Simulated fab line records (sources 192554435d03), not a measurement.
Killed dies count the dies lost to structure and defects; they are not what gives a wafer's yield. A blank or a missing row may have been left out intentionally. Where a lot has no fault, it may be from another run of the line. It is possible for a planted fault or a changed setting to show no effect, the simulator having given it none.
Chamber matching	flow n5Finfet	N5_PMOS_HMC_CHANNEL_EPI_HM_DEP_34 on pecvd-03: 3 sister chambers
The step deposits SiO2 from TEOS/O2, target thk 36 nm, time 6.9 s. 3 wafers are shown with their chamber, then 7 later ones without.

== WAFERS PAIRED WITH THEIR CHAMBERS ==
wafer	chamber	throttleValvePct (%)
L083.2	1	18.8
L086.4	2	16.3
L086.5	0	18.3

== WAFERS WHOSE CHAMBER IS MISSING ==
wafer	throttleValvePct (%)
L086.6	18.6
L092.1	18.7
L092.4	16.2
L092.5	18.0
L096.4	18.6
L096.5	18.1
L096.6	16.0

== EACH ONE'S CHAMBER ==
wafer	from the rows above	in truth
L086.6	can't be placed: 1 or 0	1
L092.1	can't be placed: 1 or 0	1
L092.4	2	2
L092.5	0	0
L096.4	can't be placed: 1 or 0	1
L096.5	0	0
L096.6	2	2
Correct placement for 4 of the 7. Unplaceable from these rows: 3, with the true chamber sitting among the candidates in 3. Number placed wrongly: 0.
How it was worked out, from the rows above alone: a wafer's distance from a chamber is the root of the sum, over the readings, of the square of ((its reading less the chamber's mean) divided by the reading's scatter). If the next closest chamber is less than 2 further off than the closest, the wafer can't be placed; otherwise it belongs to the closest. The mean given for a chamber averages the wafers shown for that chamber. The scatter (one wafer shown for each chamber): square how far every hidden wafer sits from the nearest shown wafer, average those squares and take the square root.
